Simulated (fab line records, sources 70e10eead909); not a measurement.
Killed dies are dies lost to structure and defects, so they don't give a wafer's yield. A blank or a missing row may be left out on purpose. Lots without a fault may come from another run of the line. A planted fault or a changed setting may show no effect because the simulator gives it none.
fab line records | flow nand_harc
record lots=7 wafers=20 last_day=23
route steps=1159 shown A_BLC@976 END@1159
lots that met no fault: from a run of the same line without faults
start_h: hours from the record's first day to the start of the lot's first wafer shown | wait_h: hours since the lot's step before | " the same as in the row above | L1.1+2: a row that stands for several wafers | - no value, or no start given | * or withheld: withheld | < > ~ a bound
route shown NAME@n: a module of which the file shows steps, and the number in the route of the first | usual: mean/standard deviation of fault-free wafers | same: alike in all rows | chamber/n: place in a boat | sites: the reading at each site | _std_site: their standard deviation | _edge_site: outer sites' mean less inner sites' | radius_mm: how far each site lies from the wafer's centre | mask NAME#n: copy n | behind: the tool/chamber that last shaped the wafer | hold: why the lot was held/for how many hours/how that ended | device: the transistor (n, p or np) that didn't switch | end of line: the same wafers' tests at the end of the route | a step without rows: its recipe alone | killed: dies lost to structure and defects at the first sort, not the wafer's yield | map: a wafer's dies, x killed, . not, _ none there
set.NAME: the setting as run; set.NAME@STEP: as run at that earlier step | model.NAME: the simulator's own value behind a step, which no gauge read
lots at some steps of the route; a table a step, a row a wafer
services: from which hour (start_h, from the record's first day; less than 0 if before it) a tool's chamber was out of use, for how many hours, and why
## steps
# step NHARC_A_BLC_INSPECT_12
# usual raw_defect_count=32/14
# columns lot.wafer tool chamber start_h wait_h raw_defect_count
L445.1 defect_inspect-01 - 398.74 0.0 12
L445.5 " - " " 11
L445.6 " - " " 12
L446.1 defect_inspect-02 - 400.72 0.0 44
L446.2 " - " " 45
L446.5 " - " " 35
L449.3 defect_inspect-02 - 425.60 0.0 23
L449.5 " - " " 15
L449.6 " - " " 29
L453.1 defect_inspect-02 - 448.63 0.0 31
L453.4 " - " " 37
L453.5 " - " " 32
L454.3 defect_inspect-02 - 460.59 0.0 7
L454.5 " - " " 13
L460.2 defect_inspect-01 - 481.20 0.0 42
L460.3 " - " " 53
L460.4 " - " " 40
L461.1 defect_inspect-02 - 494.39 0.0 35
L461.2 " - " " 42
L461.3 " - " " 34
# step NHARC_A_BLC_DESCUM_15
# recipe time_s=3 o2_flow_sccm=200 ar_flow_sccm=0 bias_power_w=0 chemistry=O2
# usual drypump_motor_current_A=5.7/0.44 oes_product_au=0.996/0.01 rf_vpp_V=57.8/0.87 showerhead_plenum_p_Torr=1.92/0.08 throttle_valve_pct=11.311/0.0094
# same time_s=3
# columns lot.wafer tool chamber start_h wait_h drypump_motor_current_A oes_product_au rf_hours_counter_h rf_vpp_V showerhead_plenum_p_Torr throttle_valve_pct
L445.1 rie_diel-02 0 398.82 0.1 5.6 0.989 5 58.2 1.98 11.311
L445.6 " 2 " " 5.3 0.999 - 57.6 1.89 11.313
L445.5 " 3 " " 5.5 0.988 - 56.1 1.77 11.321
L446.2 rie_diel-09 3 400.80 0.1 5.8 0.994 19 57.9 2.00 11.298
L446.1 " 0 " " 6.0 1.005 15 59.1 1.92 11.311
L446.5 " 3 " " 5.8 0.994 - 58.4 2.00 11.302
L449.3 rie_diel-02 0 425.66 0.1 5.6 0.994 8 56.5 1.98 11.329
L449.5 " 0 " " 5.6 0.986 - 58.5 1.98 11.324
L449.6 " 1 " " 5.0 0.980 - 55.7 1.89 11.304
L453.1 rie_diel-09 3 448.72 0.1 5.8 0.996 1 59.4 2.00 11.319
L453.5 " 0 " " 6.0 1.003 - 59.6 1.92 11.308
L453.4 " 1 " " 6.5 0.992 - 56.5 1.95 11.307
L454.3 rie_diel-08 2 460.68 0.1 5.9 0.998 64 57.9 1.81 11.325
L454.5 " 0 " " 5.8 1.008 - 56.4 1.78 11.320
L460.2 rie_diel-02 3 481.27 0.1 5.6 0.989 13 57.9 1.77 11.312
L460.4 " 0 " " 5.6 0.984 14 57.3 1.98 11.312
L460.3 " 1 " " 5.0 0.974 14 57.5 1.89 11.318
L461.2 rie_diel-02 2 494.46 0.1 5.2 0.999 15 59.2 1.88 11.304
L461.1 " 3 " " 5.5 0.986 14 57.4 1.77 11.313
L461.3 " 0 " " 5.7 0.979 15 57.0 1.98 11.302
# step NHARC_A_BLC_ETCH_16
# recipe target_depth_a=390 over_etch_frac=0.3 time_s=65 ion_energy_ev=80 cf4_flow_sccm=150 ar_flow_sccm=0 rf_w=300 bias_w=100 chemistry=CF4
# step NHARC_A_BLC_ETCH_17
# recipe target_depth_a=3900 over_etch_frac=0.25 time_s=609.38 ion_energy_ev=200 n2_flow_sccm=150 h2_flow_sccm=150 ar_flow_sccm=0 rf_w=400 bias_w=150 chemistry=N2/H2
# usual drypump_motor_current_A=5.7/0.45 oes_product_au=0.996/0.0096 rf_vpp_V=430.4/2.5 showerhead_plenum_p_Torr=2.04/0.086 throttle_valve_pct=14.172/0.0092
# same time_s=609.38
# columns lot.wafer tool chamber start_h wait_h drypump_motor_current_A oes_product_au rf_hours_counter_h rf_vpp_V showerhead_plenum_p_Torr throttle_valve_pct
L445.1 rie_diel-02 3 - - 5.5 0.998 4 426.9 1.89 14.166
L445.5 " 0 " " 5.6 0.996 - 432.1 2.12 14.169
L445.6 " 1 " " 5.0 0.992 - 429.8 2.02 14.176
L446.2 rie_diel-09 1 - - 6.5 0.994 19 430.8 2.08 14.165
L446.1 " 3 " " 5.9 0.986 20 432.4 2.14 14.191
L446.5 " 1 " " 6.5 1.000 - 431.0 2.08 14.167
L449.3 rie_diel-02 0 - - 5.6 0.997 8 433.0 2.11 14.172
L449.5 " 0 " " 5.6 0.995 - 434.2 2.12 14.170
L449.6 " 1 " " 4.9 0.987 - 430.3 2.02 14.173
L453.1 rie_diel-09 0 - - 6.0 0.999 1 431.1 2.05 14.174
L453.5 " 0 " " 6.0 1.005 - 432.0 2.05 14.181
L453.4 " 1 " " 6.5 1.008 - 431.3 2.08 14.159
L454.3 rie_diel-08 2 - - 6.0 1.007 64 427.6 1.93 14.169
L454.5 " 1 " " 5.5 0.998 - 429.8 1.99 14.172
L460.2 rie_diel-02 1 - - 5.0 0.982 14 430.2 2.02 14.164
L460.4 " 3 " " 5.6 0.992 13 426.9 1.88 14.168
L460.3 " 0 " " 5.6 1.000 14 432.6 2.11 14.166
L461.2 rie_diel-02 2 - - 5.3 1.009 15 427.7 2.01 14.168
L461.3 " 3 " " 5.6 0.996 14 425.5 1.88 14.160
L461.1 " 0 " " 5.7 0.989 15 432.5 2.11 14.166
# step NHARC_A_BLC_ETCH_18
# recipe target_depth_a=9100 c4f8_flow_sccm=20 o2_flow_sccm=10 ar_flow_sccm=withheld rf_w=600 bias_w=1500 chemistry=C4F8/O2/Ar
# usual oes_product_au=0.946/0.022 rf_vpp_V=978/5.4
# columns lot.wafer tool chamber start_h wait_h oes_product_au rf_hours_counter_h rf_vpp_V
L445.1 rie_diel-02 3 - - 0.966 4 970
L445.6 " 2 " " 0.971 - 976
L445.5 " 3 " " 0.975 - 969
L446.2 rie_diel-09 1 - - 0.935 20 981
L446.1 " 0 " " 0.922 15 979
L446.5 " 0 " " 0.929 - 978
L449.3 rie_diel-02 3 - - 0.983 7 968
L449.6 " 0 " " 0.958 - 982
L449.5 " 1 " " 0.950 - 977
L453.1 rie_diel-09 3 - - 0.958 1 985
L453.5 " 1 " " 0.971 - 979
L453.4 " 3 " " 0.975 - 984
L454.3 rie_diel-08 3 - - 0.928 66 968
L454.5 " 2 " " 0.921 - 972
L460.3 rie_diel-02 3 - - 0.913 13 969
L460.2 " 0 " " 0.922 14 984
L460.4 " 1 " " 0.905 15 977
L461.1 rie_diel-02 0 - - 0.964 15 984
L461.2 " 1 " " 0.954 16 976
L461.3 " 2 " " 0.963 15 975
# step NHARC_A_BLC_CD_MEAS_19
# usual cd_nm=100.6/1.8
# columns lot.wafer tool chamber start_h wait_h cd_nm
L445.1 cd_sem-03 - 399.77 - 101.9
L445.5 " - " " 103.4
L445.6 " - " " 100.6
L446.1 cd_sem-01 - 401.93 - 101.8
L446.2 " - " " 99.3
L446.5 " - " " 100.4
L449.3 cd_sem-01 - 426.66 - 101.2
L449.5 " - " " 99.5
L449.6 " - " " 99.5
L453.1 cd_sem-01 - 449.85 - 98.9
L453.4 " - " " 101.7
L453.5 " - " " 96.9
L454.3 cd_sem-03 - 461.69 - 101.2
L454.5 " - " " 100.0
L460.2 cd_sem-01 - 482.41 - 100.0
L460.3 " - " " 101.0
L460.4 " - " " 98.0
L461.1 cd_sem-03 - 495.42 - 101.4
L461.2 " - " " 102.6
L461.3 " - " " 99.2
# step NHARC_A_BLC_STRIP_29
# recipe cf4_flow_sccm=150 ar_flow_sccm=0 bias_w=0 chemistry=CF4
# step NHARC_A_BLC_STRIP_21
# recipe o2_flow_sccm=500 ar_flow_sccm=0 bias_w=0 chemistry=O2
# usual drypump_motor_current_A=5.8/0.43 oes_product_au=0.998/0.0089 rf_vpp_V=57.9/0.82 showerhead_plenum_p_Torr=3.53/0.13 throttle_valve_pct=17.037/0.0092
# columns lot.wafer tool chamber start_h wait_h drypump_motor_current_A oes_product_au rf_hours_counter_h rf_vpp_V showerhead_plenum_p_Torr throttle_valve_pct
L445.1 rie_diel-08 2 400.10 0.2 6.0 0.993 35 58.4 3.36 17.033
L445.5 " 3 " " 5.6 0.996 - 56.6 3.31 17.029
L445.6 " 0 " " 5.8 1.002 - 57.4 3.31 17.027
L446.1 rie_diel-09 3 402.15 0.1 5.8 0.995 20 58.2 3.68 17.035
L446.2 " 0 " " 6.0 1.003 15 57.8 3.54 17.040
L446.5 " 1 " " 6.5 1.002 - 59.2 3.59 17.060
L449.3 rie_diel-02 1 426.85 0.1 5.0 0.982 9 57.8 3.50 17.044
L449.5 " 3 " " 5.6 0.988 - 56.7 3.29 17.033
L449.6 " 0 " " 5.7 0.991 - 58.3 3.65 17.039
L453.1 rie_diel-09 3 450.07 0.1 5.9 0.996 2 58.6 3.68 17.035
L453.4 " 3 " " 5.9 0.988 - 59.6 3.68 17.033
L453.5 " 0 " " 6.0 0.993 - 57.1 3.54 17.033
L454.3 rie_diel-02 2 461.86 0.1 5.3 1.006 12 58.5 3.48 17.034
L454.5 " 2 " " 5.2 1.001 - 58.1 3.48 17.028
L460.3 rie_diel-09 1 482.61 0.1 6.5 0.998 6 57.3 3.59 17.030
L460.2 " 0 " " 6.0 1.005 6 59.0 3.54 17.049
L460.4 " 1 " " 6.5 0.991 - 57.4 3.59 17.051
L461.2 rie_diel-09 3 495.63 0.1 5.9 0.999 7 57.5 3.68 17.028
L461.1 " 0 " " 6.0 1.015 7 57.6 3.54 17.030
L461.3 " 1 " " 6.5 0.996 7 59.1 3.59 17.025
# step NHARC_A_BLC_STRIP_22
# recipe time_s=600 temp_c=30 chemistry=post_etch_residue_remover
# step NHARC_A_BLC_DEGAS_30
# recipe temp_c=300 time_s=60
# step NHARC_A_BLC_PRE_CLEAN_31
# recipe time_s=15 bias_v=250 gas=Ar
# step NHARC_A_BLC_PVD_32
# recipe target_thk_a=50 chamber_pressure_pa=5 power_w=5000 substrate_temp_c=200 time_s=17.7 material=Ti
# step NHARC_A_BLC_ALD_23
# recipe target_thk_a=30 pulse_time_s=1 ald_cycles=150 temp_c=450 material=TiN
# usual ald_cycles=150/0 heater_power_w=1069/88 precursor_pulse_height_rel=0.999/0.019
# columns lot.wafer tool chamber start_h wait_h ald_cycles heater_power_w precursor_pulse_height_rel
L445.1 ald_metal-03 2 400.79 - 150 1192 1.002
L445.6 " 0 " " 150 1023 0.980
L445.5 " 1 " " 150 961 0.999
L446.1 ald_metal-01 3 402.85 - 150 1183 1.004
L446.2 " 1 " " 150 904 1.009
L446.5 " 2 " " 150 1246 0.948
L449.3 ald_metal-03 1 427.50 - 192 956 1.007
L449.6 " 1 " " 150 976 0.995
L449.5 " 2 " " 150 1176 0.978
L453.1 ald_metal-03 1 450.81 - 192 971 0.996
L453.4 " 0 " " 150 1003 0.989
L453.5 " 2 " " 150 1190 1.026
L454.3 ald_metal-03 1 462.56 - 192 996 0.993
L454.5 " 2 " " 150 1188 1.020
L460.3 ald_metal-01 2 483.30 - 150 1150 1.026
L460.2 " 0 " " 150 1009 1.001
L460.4 " 1 " " 150 910 0.984
L461.3 ald_metal-01 0 496.35 - 150 1030 0.983
L461.1 " 1 " " 150 926 1.011
L461.2 " 2 " " 150 1159 0.993
# step NHARC_A_BLC_CVD_24
# recipe target_thk_a=1500 temp_c=300 pressure_torr=40 wf6_flow_sccm=40 h2_flow_sccm=1600 ar_flow_sccm=1560 time_s=434 material=W
# usual heater_power_w=496/77 throttle_valve_pct=7.95/0.17
# same time_s=434
# columns lot.wafer tool chamber start_h wait_h heater_power_w throttle_valve_pct
L445.1 cvd_w-01 0 - - 463 7.96
L445.6 " 1 " " 599 7.98
L445.5 " 0 " " 471 8.07
L446.1 cvd_w-02 1 - - 508 8.15
L446.2 " 0 " " 393 8.01
L446.5 " 0 " " 389 7.75
L449.3 cvd_w-02 0 - - 391 7.94
L449.5 " 0 " " 393 7.73
L449.6 " 1 " " 516 8.07
L453.1 cvd_w-02 0 - - 392 7.70
L453.4 " 1 " " 511 8.46
L453.5 " 1 " " 516 8.13
L454.3 cvd_w-02 0 - - 398 7.99
L454.5 " 0 " " 389 7.71
L460.2 cvd_w-02 1 - - 521 7.94
L460.4 " 1 " " 521 8.20
L460.3 " 0 " " 404 8.08
L461.2 cvd_w-02 1 - - 516 8.02
L461.1 " 0 " " 400 8.03
L461.3 " 0 " " 396 7.91
# step NHARC_END_SORT_01
# recipe temp_c=25
# usual killed_at_array=29/10 killed_at_other=0.7/1.1 killed_at_periphery=3.2/2.2 killed_dies=33/11 killed_open=3.5/1.8 killed_short=2.0/1.4
# same gross_dies=677
# columns lot.wafer tool chamber start_h wait_h killed_at_array killed_at_other killed_at_periphery killed_dies killed_open killed_short
L446.1 prober-02 0 474.75 2.5 36 0 7 43 3 3
L446.2 prober-02 0 475.54 2.8 45 1 6 52 5 5
L446.5 prober-02 0 477.93 3.7 26 0 5 31 2 2
L461.1 prober-01 0 534.30 2.5 31 1 2 34 4 0
L461.2 prober-01 0 535.11 2.8 29 2 1 32 4 3
L461.3 prober-01 0 535.91 3.1 31 1 2 34 3 3
# killed by level:class
L446.1 A_CHANNEL_HOLE_D1:chamber_film_flake=12 A_SLIT:chamber_film_flake=9 P_STI:chamber_film_flake=5 A_CONTACT:chamber_film_flake=4 A_WL_FILL:chamber_film_flake=3 A_ONON_D1:geometric_particle:short=1 A_ONON_D1:geometric_particle:open=1 A_WL_FILL:geometric_particle:open=1
L446.2 A_CHANNEL_HOLE_D1:chamber_film_flake=17 A_SLIT:chamber_film_flake=12 A_WL_FILL:chamber_film_flake=4 A_CONTACT:chamber_film_flake=3 A_STAIRCASE:chamber_film_flake=2 P_CONTACT:geometric_particle:open=1 P_M0:geometric_particle:open=1 P_M0:geometric_particle:short=1
L446.5 A_CHANNEL_HOLE_D1:chamber_film_flake=11 A_SLIT:chamber_film_flake=6 A_STAIRCASE:chamber_film_flake=4 P_STI:chamber_film_flake=3 A_M0:geometric_particle:open=2 A_SGD_CUT:geometric_particle:short=1 A_M0:geometric_particle:short=1 P_ZERO_WELL:chamber_film_flake=1
L461.1 A_CHANNEL_HOLE_D1:chamber_film_flake=24 A_SGD_CUT:chamber_film_flake=3 A_CONTACT:chamber_film_flake=2 P_CONTACT:geometric_particle:open=1 P_M2:geometric_particle:open=1 A_ONON_D1:geometric_particle:open=1 A_WL_FILL:geometric_particle:open=1 THIN_TSV:chamber_film_flake=1
L461.2 A_CHANNEL_HOLE_D1:chamber_film_flake=17 A_CONTACT:chamber_film_flake=2 A_ONON_D1:geometric_particle:short=1 A_ONON_D1:geometric_particle:open=1 A_CHANNEL_HOLE_D1:geometric_particle:open=1 A_STAIRCASE:geometric_particle:short=1 A_WL_FILL:geometric_particle:open=1 A_CONTACT:geometric_particle:open=1
L461.3 A_CHANNEL_HOLE_D1:chamber_film_flake=19 A_CONTACT:chamber_film_flake=5 P_CONTACT:geometric_particle:short=1 P_M0:geometric_particle:open=1 A_CHANNEL_HOLE_D1:geometric_particle:short=1 A_CHANNEL_FILL_D1:geometric_particle:open=1 A_CONTACT:geometric_particle:open=1 A_M0:geometric_particle:short=1
## services
# columns tool chamber start_h hours kind
cvd_w-02 - 379.08 13.0 pm
rie_diel-02 0 385.76 - clean
rie_diel-02 1 385.76 - clean
rie_diel-02 2 385.76 - clean
rie_diel-02 3 385.76 - clean
rie_diel-09 2 398.02 100.3 repair
rie_diel-02 0 410.26 - clean
rie_diel-02 1 410.26 - clean
rie_diel-02 2 410.26 - clean
rie_diel-02 3 410.26 - clean
rie_diel-09 - 431.10 9.0 pm
rie_diel-02 0 434.76 - clean
rie_diel-02 1 434.76 - clean
rie_diel-02 2 434.76 - clean
rie_diel-02 3 434.76 - clean
ald_metal-01 - 458.00 10.0 pm
rie_diel-02 0 459.26 - clean
rie_diel-02 1 459.26 - clean
rie_diel-02 2 459.26 - clean
rie_diel-02 3 459.26 - clean
rie_diel-09 - 469.69 0.6 repair
rie_diel-08 - 479.90 9.0 pm
cvd_w-01 - 480.08 13.0 pm
ald_metal-01 - 483.68 2.2 repair
## key
first_sign step=NHARC_A_BLC_ALD_23 reading=ald_cycles direction=up sigmas=99+ usual=150 struck=192
effect none on later readings
met_at NHARC_A_BLC_ALD_23
struck_wafers L449.3,L453.1,L454.3
sort_left_out L454.3
tester_left_out L449,L453,L454
onset_between 400.79 427.50
fault kind=process_parameter_drift tool=ald_metal-03 chamber=- onset_h=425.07 steps=NHARC_A_BLC_ALD_23 channel=ald_cycles offset=42 shape=step end_h=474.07 scope=struck_wafers_only acts_in=these_recipes_only stated=150
# tester_left_out: of these lots the tester's yield and bins aren't shown, on N5 and GAA mostly nor the transistor test; their killed dies are dies lost to structure and defects alone, not to doping, threshold or leakage, so they don't give the yield
# sort_left_out: the simulated sort isn't trusted on such a fault, so these wafers' sort isn't shown, and their yield isn't known
